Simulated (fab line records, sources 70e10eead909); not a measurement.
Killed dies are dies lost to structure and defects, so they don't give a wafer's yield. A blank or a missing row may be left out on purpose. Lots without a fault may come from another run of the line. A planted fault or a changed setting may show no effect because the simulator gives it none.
Check for tools in common | flow nandHarc | Sample size 2 lots and 6 wafers

== WHY IT WAS OPENED ==
At NHARC_END_SORT_01 the reading killedAtArray is flagged on 2 of 2 lots. Wafers without a fault read 25, standard deviation 7.8.
Rule: a lot gets a flag if all its wafers with a number sit over 4 standard deviations from that mean, or if no wafer of it has a number. The other lots count as sound.

lot  | measured     | on        | killedAtArray, wafer by wafer | flag
L223 | day 24 05:48 | prober-02 | 673 672 675                   | FLAGGED
L222 | day 24 14:41 | prober-01 | 676 672 671                   | FLAGGED
The numbers of the flagged lots are 673 on average: +648 against the usual, or +83 standard deviations.

== LOT BY LOT: THE TOOL USED ==
The record holds 4 process steps before the reading, out of a route of 1159 steps. In each cell: the tool, then ch and the chambers that the sampled wafers went through, then the start.
lot  | flag    | NHARC_A_SGD_CUT_STRIP_17                   | NHARC_A_SLIT_DEP_25           | NHARC_A_SLIT_DEP_00          | NHARC_A_WL_FILL_ALD_02
L223 | FLAGGED | rieDiel-02 ch 1,2, day 19 07:32 or earlier | pecvd-01 ch 0,2, day 19 07:32 | aclDep-03 ch 0, day 19 08:12 | aldMetal-02 ch 0,1,3, day 19 23:26
L222 | FLAGGED | rieDiel-01 ch 0,2, day 19 07:30 or earlier | pecvd-02 ch 1,2, day 19 07:30 | aclDep-01 ch 0, day 19 07:57 | aldMetal-04 ch 0,2, day 19 23:22
What these steps do:
- NHARC_A_SGD_CUT_STRIP_17: strips in O2.
- NHARC_A_SLIT_DEP_25: deposits SiO2, target thk 200 nm.
- NHARC_A_SLIT_DEP_00: deposits aC, target thk 3200 nm.
- NHARC_A_WL_FILL_ALD_02: deposits TiN, target thk 2 nm, pulse time 3 s, ald cycles 100.
- NHARC_END_SORT_01

== FLAGGED OVER TOTAL, TOOL BY TOOL (the gauges that took the reading come last) ==
step                     | tool        | lots run | flagged | share of the flagged lots | sound lots run after its first flagged lot
NHARC_A_SGD_CUT_STRIP_17 | rieDiel-01  | 1        | 1       | some                      | 0
NHARC_A_SGD_CUT_STRIP_17 | rieDiel-02  | 1        | 1       | some                      | 0
NHARC_A_SLIT_DEP_25      | pecvd-01    | 1        | 1       | some                      | 0
NHARC_A_SLIT_DEP_25      | pecvd-02    | 1        | 1       | some                      | 0
NHARC_A_SLIT_DEP_00      | aclDep-01   | 1        | 1       | some                      | 0
NHARC_A_SLIT_DEP_00      | aclDep-03   | 1        | 1       | some                      | 0
NHARC_A_WL_FILL_ALD_02   | aldMetal-02 | 1        | 1       | some                      | 0
NHARC_A_WL_FILL_ALD_02   | aldMetal-04 | 1        | 1       | some                      | 0
NHARC_END_SORT_01        | prober-01   | 1        | 1       | some                      | 0
NHARC_END_SORT_01        | prober-02   | 1        | 1       | some                      | 0
NHARC_A_SGD_CUT_STRIP_17 gives no start for some lots, so the hours and the order of its lots are those of NHARC_A_SLIT_DEP_25.

== WHAT THE TABLE ALLOWS ==
No row of the table ran every flagged lot.

== WHAT THE SIMULATOR HAD PUT IN ==
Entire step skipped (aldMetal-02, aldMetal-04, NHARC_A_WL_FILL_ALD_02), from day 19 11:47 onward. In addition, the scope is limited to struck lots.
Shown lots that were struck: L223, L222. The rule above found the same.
